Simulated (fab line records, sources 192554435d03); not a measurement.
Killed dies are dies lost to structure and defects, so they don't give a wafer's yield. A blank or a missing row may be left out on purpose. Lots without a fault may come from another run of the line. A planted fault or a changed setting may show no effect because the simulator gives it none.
fab line records | flow n5_finfet
record lots=7 wafers=21 last_day=16
route steps=1938 shown BEOL_M4@1104 BEOL_M5@1112
lots that met no fault: from a run of the same line without faults
start_h: hours from the record's first day to the start of the lot's first wafer shown | wait_h: hours since the lot's step before | " the same as in the row above | L1.1+2: a row that stands for several wafers | - no value, or no start given | * or withheld: withheld | < > ~ a bound
route shown NAME@n: a module of which the file shows steps, and the number in the route of the first | usual: mean/standard deviation of fault-free wafers | same: alike in all rows | chamber/n: place in a boat | sites: the reading at each site | _std_site: their standard deviation | _edge_site: outer sites' mean less inner sites' | radius_mm: how far each site lies from the wafer's centre | mask NAME#n: copy n | behind: the tool/chamber that last shaped the wafer | hold: why the lot was held/for how many hours/how that ended | device: the transistor (n, p or np) that didn't switch | end of line: the same wafers' tests at the end of the route | a step without rows: its recipe alone | killed: dies lost to structure and defects at the first sort, not the wafer's yield | map: a wafer's dies, x killed, . not, _ none there
set.NAME: the setting as run; set.NAME@STEP: as run at that earlier step | model.NAME: the simulator's own value behind a step, which no gauge read
lots at some steps of the route; a table a step, a row a wafer
services: from which hour (start_h, from the record's first day; less than 0 if before it) a tool's chamber was out of use, for how many hours, and why
## steps
# step N5_BEOL_M4_THK_MEAS_53
# recipe thk_meas_gauge=xrf reads=Cu_of_BEOL_M4_ECD_50
# usual M4_THK=40.2/1.5
# columns lot.wafer tool chamber start_h wait_h M4_THK[nm]
L808.2 film_metro-01 - 182.24 - 40.1
L808.3 " - " " 38.8
L808.6 " - " " 40.9
L810.1 film_metro-01 - 188.73 - 40.3
L810.4 " - " " 38.8
L810.5 " - " " 39.9
L817.1 film_metro-01 - 235.41 - 41.7
L817.4 " - " " 37.9
L817.6 " - " " 40.9
L818.2 film_metro-02 - 236.14 - 41.0
L818.3 " - " " 37.9
L818.6 " - " " 39.7
L821.1 film_metro-02 - 241.36 - 42.6
L821.2 " - " " 40.9
L821.3 " - " " 40.0
L824.1 film_metro-02 - 270.36 - 39.6
L824.3 " - " " 41.1
L824.5 " - " " 39.0
L826.1 film_metro-01 - 274.19 - 39.0
L826.3 " - " " 41.3
L826.6 " - " " 41.5
# step N5_BEOL_M4_PRE_CLEAN_60
# recipe gas=NH3/H2 time_s=15 temp_c=* rf_power_w=300
# usual heater_power_w=81/27
# columns lot.wafer tool chamber start_h wait_h heater_power_w
L808.2 cvd_co-01 0 182.27 0.0 75
L808.3 " 1 " " 89
L808.6 " 0 " " 76
L810.1 cvd_co-01 0 188.76 0.0 75
L810.4 " 0 " " 72
L810.5 " 1 " " 90
L817.1 cvd_co-01 0 235.45 0.0 76
L817.4 " 1 " " 91
L817.6 " 0 " " 76
L818.2 cvd_co-01 0 236.18 0.0 77
L818.3 " 2 " " 103
L818.6 " 1 " " 90
L821.1 cvd_co-02 0 241.40 0.0 116
L821.2 " 0 " " 114
L821.3 " 0 " " 118
L824.1 cvd_co-02 1 270.39 0.0 43
L824.3 " 0 " " 116
L824.5 " 2 " " 49
L826.1 cvd_co-02 2 274.23 0.0 51
L826.3 " 1 " " 42
L826.6 " 2 " " 51
# step N5_BEOL_M4_CO_CAP_55
# recipe material=Co target_thk_a=20 temp_c=200 precursor=CCTBA/H2 pressure_torr=30 time_s=102.1
# step N5_BEOL_M4_PRE_CLEAN_56
# recipe gas=NH3 time_s=15 temp_c=withheld rf_power_w=300
# step N5_BEOL_M4_DEP_57
# recipe material=SiCN target_thk_a=80 temp_c=withheld precursor=3MS/NH3 pressure_torr=3 rf_w=202 time_s=14
# step N5_BEOL_M4_RS_MEAS_58
# recipe thk_meas_gauge=four-point-probe reads=Co_of_BEOL_M4_CO_CAP_55+Cu_of_BEOL_M4_ECD_50+Co_of_BEOL_M4_CVD_47+TaN_of_BEOL_M4_ALD_84
# usual M4_RS=0.67/0.033
# columns lot.wafer tool chamber start_h wait_h M4_RS[ohm/sq]
L808.2 film_metro-02 - 182.51 0.1 0.66
L808.3 " - " " 0.69
L808.6 " - " " 0.65
L810.1 film_metro-02 - 189.02 0.1 0.65
L810.4 " - " " 0.69
L810.5 " - " " 0.66
L817.1 film_metro-02 - 235.68 0.1 0.63
L817.4 " - " " 0.71
L817.6 " - " " 0.64
L818.2 film_metro-02 - 236.42 0.1 0.64
L818.3 " - " " 0.72
L818.6 " - " " 0.67
L821.1 film_metro-02 - 241.84 0.0 0.62
L821.2 " - " " 0.65
L821.3 " - " " 0.67
L824.1 film_metro-02 - 270.62 0.0 0.69
L824.3 " - " " 0.65
L824.5 " - " " 0.70
L826.1 film_metro-02 - 274.45 0.0 0.68
L826.3 " - " " 0.64
L826.6 " - " " 0.63
# step N5_BEOL_M4_INSPECT_59
# recipe inspect_instrument=darkfield mode=post_dep
# usual raw_defect_count=78/27
# columns lot.wafer tool chamber start_h wait_h raw_defect_count
L808.2 defect_inspect-01 - 182.54 0.0 107
L808.3 " - " " 141
L808.6 " - " " 56
L810.1 defect_inspect-01 - 189.04 0.0 42
L810.4 " - " " 41
L810.5 " - " " 31
L817.1 defect_inspect-02 - 235.71 0.0 88
L817.4 " - " " 126
L817.6 " - " " 79
L818.2 defect_inspect-02 - 236.44 0.0 35
L818.3 " - " " 89
L818.6 " - " " 65
L821.1 defect_inspect-02 - 241.87 0.0 37
L821.2 " - " " 68
L821.3 " - " " 89
L824.1 defect_inspect-01 - 270.64 0.0 75
L824.3 " - " " 61
L824.5 " - " " 48
L826.1 defect_inspect-02 - 274.48 0.0 59
L826.3 " - " " 69
L826.6 " - " " 87
# step N5_BEOL_M4_RC_MEAS_101
# usual DIBL_N=37.3/2.3 DIBL_P=37.4/2.9 IOFF_N=0.18/0.045 IOFF_P=0.25/0.054 ION_N=679/15 ION_P=468/9.7 SS_N=71.8/0.62 SS_P=73.6/0.76 VT_N=248/4.1 VT_P=-248/3.6
# columns lot.wafer tool chamber start_h wait_h DIBL_N[mV/V] DIBL_P[mV/V] IOFF_N[nA/um] IOFF_P[nA/um] ION_N[uA/um] ION_P[uA/um] SS_N[mV/dec] SS_P[mV/dec] VT_N[mV] VT_P[mV]
L808.2 prober-01 0 182.72 0.2 35.3 35.3 0.13 0.23 666 466 71.9 73.4 255 -243
L808.3 " 0 " " 39.5 39.8 0.22 0.34 697 486 72.1 74.6 245 -240
L808.6 " 0 " " 38.5 39.0 0.19 0.30 684 468 72.4 74.3 248 -243
L810.1 prober-01 0 189.07 0.0 31.8 30.7 0.08 0.13 643 443 70.8 71.7 259 -255
L810.4 " 0 " " 36.7 38.2 0.16 0.24 678 472 72.2 72.8 252 -248
L810.5 " 0 " " 34.5 35.6 0.13 0.18 667 467 71.2 72.9 251 -248
L817.1 prober-01 0 235.73 0.0 39.3 40.3 0.24 0.27 697 474 73.0 74.3 243 -249
L817.4 " 0 " " 34.9 36.9 0.16 0.22 676 472 71.4 73.0 247 -251
L817.6 " 0 " " 38.3 40.4 0.24 0.29 685 468 72.8 74.1 245 -245
L818.2 prober-02 0 236.62 0.2 37.3 38.8 0.20 0.23 690 473 72.1 74.6 243 -251
L818.3 " 0 " " 39.6 40.5 0.21 0.26 678 456 72.7 75.0 249 -251
L818.6 " 0 " " 38.1 38.6 0.18 0.22 669 454 72.2 74.0 250 -252
L821.1 prober-01 0 241.89 0.0 39.3 41.0 0.21 0.29 693 479 72.9 74.2 247 -246
L821.2 " 0 " " 39.4 41.4 0.20 0.29 695 476 72.3 74.6 247 -247
L821.3 " 0 " " 36.3 36.9 0.14 0.21 662 460 72.1 73.8 253 -251
L824.1 prober-01 0 270.67 0.0 34.9 34.4 0.15 0.20 670 465 70.9 72.8 253 -249
L824.3 " 0 " " 37.3 38.6 0.20 0.29 688 472 71.8 74.5 248 -245
L824.5 " 0 " " 37.0 37.9 0.19 0.26 665 460 71.6 74.1 248 -249
L826.1 prober-02 0 274.50 0.0 37.5 36.1 0.14 0.21 661 460 71.6 73.9 252 -252
L826.3 " 0 " " 37.7 35.9 0.15 0.21 648 447 72.1 73.1 256 -251
L826.6 " 0 " " 37.0 35.5 0.14 0.21 665 464 71.4 73.7 252 -252
# step N5_BEOL_M5_ILD_DEP_00
# recipe material=SiCOH_lowk target_thk_a=1406.4 temp_c=300 precursor=DEMS/porogen pressure_torr=5 rf_w=500 time_s=25.9
# step N5_BEOL_M5_CURE_79
# recipe temp_c=385 time_s=240 ambient=He/Ar material=SiCOH_lowk
# usual lamp_power_pct=52.32/0.053 wafer_temp_C_max=387.0/0.74
# columns lot.wafer tool chamber start_h wait_h lamp_power_pct wafer_temp_C_max
L808.2 uv_cure-03 2 183.66 0.1 52.35 387.1
L808.3 " 2 " " 52.27 387.6
L808.6 " 2 " " 52.27 387.7
L810.1 uv_cure-03 0 190.09 0.0 52.26 386.7
L810.4 " 0 " " 52.32 387.0
L810.5 " 0 " " 52.32 387.1
L817.1 uv_cure-03 0 236.78 0.1 52.32 386.7
L817.4 " 0 " " 52.29 387.2
L817.6 " 0 " " 52.30 386.8
L818.2 uv_cure-01 0 237.60 0.1 52.26 386.6
L818.3 " 0 " " 52.37 386.2
L818.6 " 0 " " 52.34 386.8
L821.1 uv_cure-03 0 242.92 0.0 52.35 387.5
L821.2 " 0 " " 52.34 387.1
L821.3 " 0 " " 52.33 387.5
L824.1 uv_cure-01 2 271.69 0.0 52.38 386.0
L824.3 " 2 " " 52.29 385.7
L824.5 " 2 " " 52.36 385.7
L826.1 uv_cure-03 1 275.55 0.1 52.32 386.8
L826.3 " 1 " " 52.40 386.5
L826.6 " 1 " " 52.37 386.8
# step N5_BEOL_M5_THK_MEAS_01
# recipe reads=SiCOH_lowk_of_BEOL_M5_ILD_DEP_00
# usual M5_ILD_THK=120.8/1.8
# columns lot.wafer tool chamber start_h wait_h M5_ILD_THK[nm]
L808.2 film_metro-02 - 184.10 0.4 117.2
L808.3 " - " " 122.1
L808.6 " - " " 120.0
L810.1 film_metro-02 - 190.60 0.4 121.0
L810.4 " - " " 121.8
L810.5 " - " " 123.3
L817.1 film_metro-01 - 237.29 0.4 118.8
L817.4 " - " " 120.9
L817.6 " - " " 120.7
L818.2 film_metro-02 - 238.03 0.4 118.7
L818.3 " - " " 122.1
L818.6 " - " " 121.1
L821.1 film_metro-02 - 243.43 0.4 117.6
L821.2 " - " " 118.7
L821.3 " - " " 121.5
L824.1 film_metro-02 - 272.20 0.4 120.6
L824.3 " - " " 118.6
L824.5 " - " " 120.5
L826.1 film_metro-02 - 276.06 0.4 121.9
L826.3 " - " " 117.9
L826.6 " - " " 122.0
# step N5_BEOL_M5_PECVD_70
# recipe material=SiO2 target_thk_a=160 temp_c=400 precursor=TEOS/O2 pressure_torr=5.5 rf_w=450 teos_flow_sccm=53.8 gas=O2 flow_sccm=3000 time_s=18
# step N5_BEOL_M5_HM_DEP_02
# recipe material=TiN target_thk_a=200 temp_c=25 chamber_pressure_pa=0.49996
# usual chamber_pressure_pa=0.5000/0.001 substrate_temp_c=25.01/0.1 throttle_valve_pct=29.8/1.3
# columns lot.wafer tool chamber start_h wait_h chamber_pressure_pa substrate_temp_c throttle_valve_pct
L808.2 pvd_sputter-01 - 185.01 0.9 0.5010 24.99 30.7
L808.3 " - " " 0.4990 24.88 28.5
L808.6 " - " " 0.4991 24.98 28.4
L810.1 pvd_sputter-01 - 191.67 1.0 0.5016 24.99 28.5
L810.4 " - " " 0.5018 24.75 30.3
L810.5 " - " " 0.5004 25.15 31.8
L817.1 pvd_sputter-03 - 237.80 0.5 - - -
L817.4 " - " " - - -
L817.6 " - " " - - -
L818.2 pvd_sputter-03 - 238.48 0.4 - - -
L818.3 " - " " - - -
L818.6 " - " " - - -
L821.1 pvd_sputter-01 - 244.96 1.5 - - -
L821.2 " - " " - - -
L821.3 " - " " - - -
L824.1 pvd_sputter-01 - 275.33 3.1 0.5016 24.97 28.0
L824.3 " - " " 0.5005 24.95 30.4
L824.5 " - " " 0.5010 24.85 30.7
L826.1 pvd_sputter-01 - 276.45 0.3 0.4984 25.28 31.8
L826.3 " - " " 0.5006 25.07 28.0
L826.6 " - " " 0.4992 24.89 30.4
# step N5_BEOL_M5_COAT_59
# recipe resist=SOC temp_c=250 time_s=60 spin_rpm=1500 resist_thk_nm=60
# step N5_BEOL_M5_COAT_60
# recipe resist=SiARC temp_c=220 time_s=60 spin_rpm=1500 resist_thk_nm=12
# step N5_BEOL_M5_COAT_71
# recipe resist=underlayer temp_c=205 time_s=60 spin_rpm=1500 resist_thk_nm=5
# step N5_BEOL_M5_COAT_05
# recipe resist=CAR-EUV spin_rpm=1500 resist_thk_nm=30
# step N5_BEOL_M5_EBR_07
# recipe solvent=PGMEA ebr_width_mm=1.5
# step N5_BEOL_M5_SOFTBAKE_06
# recipe temp_c=110 time_s=60 resist=CAR-EUV
# step N5_BEOL_M5_EXPOSE_08
# recipe mask_id=M5 na=0.33 source_shape=annular sigma_inner=0.4 sigma_outer=0.8 polarization=unpolarized target_cd_nm=28 dose_mj=35.75
# step N5_BEOL_M5_PEB_09
# recipe peb_temp_c=100 peb_time_s=60 resist=CAR-EUV
# step N5_BEOL_M5_DEVELOP_10
# recipe develop_time_s=30 developer=TMAH resist=CAR-EUV rinse_liquid=surfactant_rinse dry=air_spin dev_temp_c=23
# step N5_BEOL_M5_CD_MEAS_11
# recipe target_cd_nm=27.74 landing_energy_ev=500 detector=se_inlens
# usual cd_nm=28.08/0.29
# columns lot.wafer tool chamber start_h wait_h cd_nm
L808.2 cd_sem-03 0 185.40 - 27.91
L808.3 " 0 " " 27.74
L808.6 " 0 " " 28.27
L810.1 cd_sem-01 0 192.19 - 28.20
L810.4 " 0 " " 27.88
L810.5 " 0 " " 28.30
L817.1 cd_sem-02 0 238.32 - 27.87
L817.4 " 0 " " 27.79
L817.6 " 0 " " 27.80
L818.2 cd_sem-03 0 238.88 - 28.08
L818.3 " 0 " " 27.91
L818.6 " 0 " " 28.10
L821.1 cd_sem-01 0 245.35 - 28.38
L821.2 " 0 " " 28.04
L821.3 " 0 " " 28.41
L824.1 cd_sem-01 0 275.85 - 27.83
L824.3 " 0 " " 27.94
L824.5 " 0 " " 28.32
L826.1 cd_sem-03 0 277.04 - 28.62
L826.3 " 0 " " 28.45
L826.6 " 0 " " 28.64
# step N5_BEOL_M5_OVL_MEAS_12
# recipe points_per_wafer=522
# usual M5_OVL=0.1/0.69
# columns lot.wafer tool chamber start_h wait_h M5_OVL[nm]
L808.2 overlay-02 0 185.44 0.0 0.1
L808.3 " 0 " " 0.9
L808.6 " 0 " " -0.7
L810.1 overlay-01 0 192.22 0.0 0.7
L810.4 " 0 " " 1.7
L810.5 " 0 " " 0.3
L817.1 overlay-02 0 238.35 0.0 -1.1
L817.4 " 0 " " -1.2
L817.6 " 0 " " 0.0
L818.2 overlay-02 0 238.91 0.0 0.0
L818.3 " 0 " " 0.6
L818.6 " 0 " " 0.1
L821.1 overlay-02 0 245.38 0.0 0.4
L821.2 " 0 " " 0.3
L821.3 " 0 " " -0.1
L824.1 overlay-02 0 275.89 0.0 -0.6
L824.3 " 0 " " -0.2
L824.5 " 0 " " -0.5
L826.1 overlay-02 0 277.07 0.0 0.4
L826.3 " 0 " " -0.7
L826.6 " 0 " " 1.0
# step N5_BEOL_M5_INSPECT_13
# recipe mode=adi inspect_instrument=brightfield
# usual raw_defect_count=438/110
# columns lot.wafer tool chamber start_h wait_h raw_defect_count
L808.2 defect_inspect-01 - 185.49 0.0 628
L808.3 " - " " 711
L808.6 " - " " 372
L810.1 defect_inspect-02 - 192.29 0.1 390
L810.4 " - " " 345
L810.5 " - " " 237
L817.1 defect_inspect-01 - 238.41 0.1 409
L817.4 " - " " 461
L817.6 " - " " 300
L818.2 defect_inspect-02 - 238.97 0.0 160
L818.3 " - " " 329
L818.6 " - " " 254
L821.1 defect_inspect-01 - 245.44 0.1 229
L821.2 " - " " 308
L821.3 " - " " 286
L824.1 defect_inspect-01 - 275.95 0.1 318
L824.3 " - " " 280
L824.5 " - " " 284
L826.1 defect_inspect-02 - 277.13 0.1 278
L826.3 " - " " 309
L826.6 " - " " 324
# step N5_BEOL_M5_DESCUM_16
# recipe chemistry=O2 time_s=7 source_power_w=50 bias_power_w=20 pressure_mtorr=20 rf_frequency_hz=2.712e+07 temp_c=40 resist=CAR-EUV o2_flow_sccm=225
# step N5_BEOL_M5_ETCH_72
# recipe chemistry=N2/H2 target=underlayer target_depth_a=65 mask_material=CAR-EUV time_s=5.2 ion_energy_ev=200 pressure_mtorr=30 source_w=840 bias_w=150 n2_flow_sccm=200 h2_flow_sccm=200 ends=cleared
# step N5_BEOL_M5_ETCH_61
# recipe chemistry=CF4 target=SiARC target_depth_a=156 mask_material=CAR-EUV time_s=26 ion_energy_ev=80 pressure_mtorr=40 source_w=545 bias_w=36 Ar_flow_sccm=100 cf4_flow_sccm=100 ends=cleared
# usual drypump_motor_current_A=5.9/0.48 etch_rf_on_time_s=25.9/0.96 oes_product_au=0.69/0.074 rf_vpp_V=183.9/1.1 showerhead_plenum_p_Torr=2.12/0.055 throttle_valve_pct=15.52/0.23
# columns lot.wafer tool chamber start_h wait_h drypump_motor_current_A etch_rf_on_time_s oes_product_au rf_hours_counter_h rf_vpp_V showerhead_plenum_p_Torr throttle_valve_pct
L808.2 rie_diel-01 3 185.62 0.0 6.3 26.7 0.64 128 183.5 2.07 15.58
L808.3 " 2 " " 5.6 25.3 0.75 39 184.2 2.09 15.38
L808.6 " 0 " " 6.0 26.9 0.62 - 185.7 2.13 15.69
L810.1 rie_diel-05 0 192.37 0.0 6.4 25.3 0.67 105 182.2 2.07 15.71
L810.4 " 1 " " 5.4 27.1 0.69 - 184.1 2.17 15.31
L810.5 " 0 " " 6.4 25.0 0.68 - 182.1 2.07 15.68
L817.1 rie_diel-01 3 238.50 0.0 6.3 26.7 0.63 144 184.1 2.06 15.60
L817.4 " 0 " " 6.0 26.9 0.61 - 185.1 2.13 15.73
L817.6 " 3 " " 6.3 26.8 0.63 - 184.7 2.07 15.61
L818.2 rie_diel-03 2 239.15 0.0 5.2 25.4 0.61 220 182.9 2.13 15.85
L818.3 " 1 " " 4.7 25.7 0.74 48 184.3 2.11 15.75
L818.6 " 0 " " 6.5 25.5 0.84 - 183.7 2.14 15.45
L821.1 rie_diel-03 2 245.52 0.0 5.2 25.1 0.62 222 184.4 2.12 15.83
L821.2 " 1 " " 4.7 25.2 0.74 50 183.1 2.10 15.75
L821.3 " 3 " " 6.4 24.0 0.76 45 183.2 2.10 15.17
L824.1 rie_diel-01 1 276.03 0.0 5.7 25.1 0.82 7 186.6 2.27 15.28
L824.3 " 2 " " 5.6 26.1 0.72 68 183.3 2.08 15.43
L824.5 " 1 " " 5.7 25.2 0.82 - 185.7 2.27 15.26
L826.1 rie_diel-03 3 277.22 0.0 6.4 23.6 0.76 54 183.4 2.09 15.18
L826.3 " 0 " " 6.6 25.5 0.80 12 184.8 2.13 15.49
L826.6 " 1 " " 4.7 25.2 0.74 - 184.2 2.10 15.80
# step N5_BEOL_M5_ETCH_62
# recipe chemistry=N2/H2 target=SOC target_depth_a=750 overetch_a=150 mask_material=SiARC temp_c=40 time_s=112.5 ion_energy_ev=200 pressure_mtorr=30 source_w=840 bias_w=150 n2_flow_sccm=200 h2_flow_sccm=200
# usual drypump_motor_current_A=5.9/0.48 h2_flow_sccm=200.0/0.55 oes_product_au=0.64/0.06 rf_vpp_V=523.1/2.1 showerhead_plenum_p_Torr=2.51/0.068 throttle_valve_pct=17.72/0.23
# columns lot.wafer tool chamber start_h wait_h drypump_motor_current_A h2_flow_sccm oes_product_au rf_hours_counter_h rf_vpp_V showerhead_plenum_p_Torr throttle_valve_pct
L808.2 rie_diel-01 3 185.65 0.0 6.3 200.1 0.61 128 521.8 2.45 17.75
L808.3 " 2 " " 5.6 200.2 0.68 39 522.4 2.47 17.54
L808.6 " 0 " " 6.0 200.7 0.59 - 524.7 2.53 17.83
L810.1 rie_diel-05 0 192.40 0.0 6.4 200.4 0.61 105 520.4 2.47 18.06
L810.4 " 1 " " 5.4 200.7 0.65 - 523.9 2.56 17.41
L810.5 " 0 " " 6.4 200.2 0.61 - 522.4 2.47 18.05
L817.1 rie_diel-01 3 238.53 0.0 6.4 200.7 0.59 144 521.2 2.44 17.78
L817.4 " 0 " " 6.0 200.8 0.58 - 523.6 2.52 17.86
L817.6 " 3 " " 6.3 200.7 0.59 - 521.3 2.44 17.77
L818.2 rie_diel-03 2 239.18 0.0 5.2 200.1 0.56 220 523.4 2.50 18.09
L818.3 " 1 " " 4.7 200.2 0.68 48 523.5 2.49 18.00
L818.6 " 0 " " 6.5 199.5 0.76 - 522.3 2.48 17.43
L821.1 rie_diel-03 2 245.55 0.0 5.2 200.2 0.56 222 522.6 2.50 18.07
L821.2 " 1 " " 4.7 199.8 0.68 50 523.4 2.49 18.00
L821.3 " 3 " " 6.4 199.5 0.69 45 522.0 2.50 17.62
L824.1 rie_diel-01 1 276.06 0.0 5.7 199.0 0.75 7 529.3 2.70 17.46
L824.3 " 2 " " 5.6 199.6 0.65 68 522.0 2.46 17.59
L824.5 " 1 " " 5.7 200.0 0.75 - 527.5 2.70 17.44
L826.1 rie_diel-03 3 277.25 0.0 6.4 199.7 0.67 54 521.0 2.50 17.65
L826.3 " 0 " " 6.6 200.2 0.73 12 522.7 2.48 17.43
L826.6 " 1 " " 4.7 199.8 0.67 - 522.9 2.49 18.04
# step N5_BEOL_M5_STRIP_63
# recipe chemistry=N2/H2 temp_c=40 n2_flow_sccm=200 h2_flow_sccm=200 rf_frequency_hz=6e+07
# step N5_BEOL_M5_STRIP_73
# recipe chemistry=N2/H2 temp_c=40 n2_flow_sccm=200 h2_flow_sccm=200 rf_frequency_hz=6e+07
# step N5_BEOL_M5_STRIP_64
# recipe chemistry=CF4 resist=SiARC power_w=300 bias_power_w=75 pressure_mtorr=50 cf4_flow_sccm=150 rf_frequency_hz=6e+07
# step N5_BEOL_M5_HM_OPEN_17
# recipe chemistry=Cl2/BCl3 target_depth_a=200 overetch_a=60 target=TiN mask_material=SOC ion_energy_ev=150 pressure_mtorr=10 icp_w=1000 bias_w=126 Cl2_flow_sccm=53.25 bcl3_flow_sccm=21.75 Ar_flow_sccm=25
# usual drypump_motor_current_A=5.9/0.36 oes_product_au=0.66/0.1 throttle_valve_pct=22.34/0.25
# columns lot.wafer tool chamber start_h wait_h drypump_motor_current_A oes_product_au rf_hours_counter_h throttle_valve_pct model.etch.depth_nm
L808.2 rie_metal-01 0 185.82 0.0 5.4 0.52 115 22.55 19.78
L808.3 " 1 " " 6.3 0.64 - 22.54 19.81
L808.6 " 1 " " 6.3 0.64 - 22.53 19.75
L810.1 rie_metal-03 0 192.57 0.0 6.0 0.71 24 22.06 20.03
L810.4 " 0 " " 5.9 0.73 - 22.04 20.45
L810.5 " 1 " " 5.9 0.53 - 22.69 20.09
L817.1 rie_metal-03 0 238.69 0.0 5.9 0.30 28 22.71 0
L817.4 " 0 " " 5.9 0.31 - 22.70 0
L817.6 " 0 " " 6.0 0.32 - 22.69 0
L818.2 rie_metal-01 0 239.35 0.0 5.3 0.23 120 23.19 0
L818.3 " 0 " " 5.3 0.23 - 23.19 0
L818.6 " 1 " " 6.4 0.28 - 23.18 0
L821.1 rie_metal-01 0 245.72 0.0 5.4 0.23 121 23.20 0
L821.2 " 1 " " 6.3 0.28 63 23.18 0
L821.3 " 1 " " 6.3 0.28 - 23.18 0
L824.1 rie_metal-01 1 276.23 0.0 6.4 0.62 67 22.53 19.85
L824.3 " 1 " " 6.4 0.64 - 22.53 20.26
L824.5 " 0 " " 5.4 0.85 - 22.22 19.96
L826.1 rie_metal-01 0 277.42 0.0 5.4 0.82 1 22.22 19.6
L826.3 " 1 " " 6.3 0.62 - 22.55 19.75
L826.6 " 1 " " 6.3 0.63 - 22.52 20.07
# step N5_BEOL_M5_STRIP_19
# recipe chemistry=O2 power_w=400 temp_c=40 pressure_mtorr=30 rf_frequency_hz=6e+07 bias_power_w=0 overash_fraction=0.2 o2_flow_sccm=225
# usual drypump_motor_current_A=5.8/0.54 oes_product_au=0.80/0.084 rf_vpp_V=3.6/0.54 showerhead_plenum_p_Torr=2.06/0.052 throttle_valve_pct=16.56/0.28
# columns lot.wafer tool chamber start_h wait_h drypump_motor_current_A oes_product_au rf_hours_counter_h rf_vpp_V showerhead_plenum_p_Torr throttle_valve_pct
L808.2 rie_diel-01 3 185.94 0.1 6.3 0.76 128 3.3 1.99 16.45
L808.3 " 2 " " 5.6 0.89 39 3.6 2.05 16.49
L808.6 " 0 " " 6.0 0.74 - 4.7 2.11 16.88
L810.1 rie_diel-01 3 192.68 0.1 6.3 0.75 131 3.3 1.99 16.46
L810.4 " 2 " " 5.6 0.88 41 3.7 2.05 16.50
L810.5 " 1 " " 5.7 0.66 - 3.6 1.97 16.76
L817.1 rie_diel-05 0 238.81 0.1 6.4 0.75 121 4.7 2.02 16.80
L817.4 " 2 " " 5.7 0.84 65 3.7 2.11 16.18
L817.6 " 2 " " 5.8 0.84 - 3.0 2.11 16.20
L818.2 rie_diel-01 3 239.46 0.1 6.3 0.73 145 3.9 1.99 16.49
L818.3 " 0 " " 6.0 0.71 174 3.2 2.11 16.91
L818.6 " 2 " " 5.6 0.86 - 2.8 2.04 16.53
L821.1 rie_diel-01 2 245.83 0.1 5.6 0.86 59 3.6 2.04 16.54
L821.2 " 3 " " 6.3 0.74 148 3.2 1.98 16.49
L821.3 " 0 " " 6.0 0.72 177 3.5 2.10 16.92
L824.1 rie_diel-01 3 276.34 0.1 6.4 0.73 155 3.1 1.98 16.51
L824.3 " 0 " " 6.0 0.71 186 3.4 2.10 16.94
L824.5 " 1 " " 5.7 0.95 - 3.8 2.23 16.31
L826.1 rie_diel-03 0 277.53 0.1 6.5 0.94 12 3.3 2.04 16.33
L826.3 " 3 " " 6.4 0.85 54 4.3 2.02 16.08
L826.6 " 2 " " 5.2 0.70 - 3.9 2.08 16.92
# step N5_BEOL_M5_CD_MEAS_18
# recipe pitch_nm=56 target_cd_nm=28
# usual cd_nm=28.1/0.4
# columns lot.wafer tool chamber start_h wait_h cd_nm
L808.2 cd_sem-03 - 186.01 0.1 27.7
L808.3 " - " " 28.1
L808.6 " - " " 28.3
L810.1 cd_sem-01 - 192.75 0.0 27.9
L810.4 " - " " 28.6
L810.5 " - " " 28.3
L817.1 cd_sem-01 - 238.88 0.0 -
L817.4 " - " " -
L817.6 " - " " -
L818.2 cd_sem-02 - 239.53 0.1 -
L818.3 " - " " -
L818.6 " - " " -
L821.1 cd_sem-01 - 245.90 0.0 -
L821.2 " - " " -
L821.3 " - " " -
L824.1 cd_sem-01 - 276.41 0.0 27.7
L824.3 " - " " 27.5
L824.5 " - " " 27.7
L826.1 cd_sem-03 - 277.60 0.0 28.9
L826.3 " - " " 28.8
L826.6 " - " " 27.7
# step N5_BEOL_M5_COAT_65
# recipe resist=SOC temp_c=250 time_s=60 spin_rpm=1500 resist_thk_nm=60
## services
# columns tool chamber start_h hours kind
pvd_sputter-01 - 166.67 1.7 repair
uv_cure-01 - 185.44 7.5 pm
cvd_co-01 - 195.01 0.2 repair
uv_cure-03 - 207.06 0.8 repair
cvd_co-02 0 214.70 22.8 repair
rie_diel-03 0 214.92 - clean
rie_diel-03 0 214.92 - consumable_replace:focus_ring
rie_diel-03 0 214.92 18.6 scheduled_down
rie_diel-03 0 214.92 18.6 vent_cycle
rie_diel-05 3 215.50 3.4 repair
rie_diel-05 1 223.62 5.1 repair
cvd_co-02 2 232.10 17.3 repair
rie_diel-01 1 235.70 - clean
rie_diel-01 1 235.70 - consumable_replace:focus_ring
rie_diel-01 1 235.70 - consumable_replace:showerhead
rie_diel-01 1 235.70 14.6 scheduled_down
rie_diel-01 1 235.70 14.6 vent_cycle
rie_metal-01 0 246.93 - clean
rie_metal-01 0 246.93 16.7 scheduled_down
rie_metal-01 0 246.93 16.7 vent_cycle
uv_cure-01 - 247.66 8.7 repair
rie_diel-01 3 248.54 4.6 repair
rie_diel-03 - 271.79 0.6 repair
pvd_sputter-03 - 277.53 2.1 repair
## key
first_sign step=N5_BEOL_M5_HM_DEP_02 reading=tool_record direction=missing
effect step=N5_BEOL_M5_HM_OPEN_17 reading=oes_product_au direction=down sigmas=3.8 usual=0.66 struck=0.27
effect step=N5_BEOL_M5_CD_MEAS_18 reading=cd_nm direction=missing
model_effect step=N5_BEOL_M5_HM_OPEN_17 value=etch.depth_nm without=19.93 struck=0
met_at N5_BEOL_M5_HM_DEP_02
struck_wafers L817.1,L817.4,L817.6,L818.2,L818.3,L818.6,L821.1,L821.2,L821.3
later_rows_left_out L817.1,L817.4,L817.6,L818.2,L818.3,L818.6,L821.1,L821.2,L821.3
sort_left_out L817.1,L817.4,L817.6,L818.2,L818.3,L818.6,L821.1,L821.2,L821.3
onset_between 191.67 237.80
fault kind=skipped_step_whole tool=pvd_sputter-01,pvd_sputter-03 chamber=- onset_h=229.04 steps=N5_BEOL_M5_HM_DEP_02 scope=struck_lots_only
# sort_left_out: the simulated sort isn't trusted on such a fault, so these wafers' sort isn't shown, and their yield isn't known
# later_rows_left_out: the simulator's readings of these wafers behind a module that went badly wrong aren't trusted and aren't shown, but for the sort
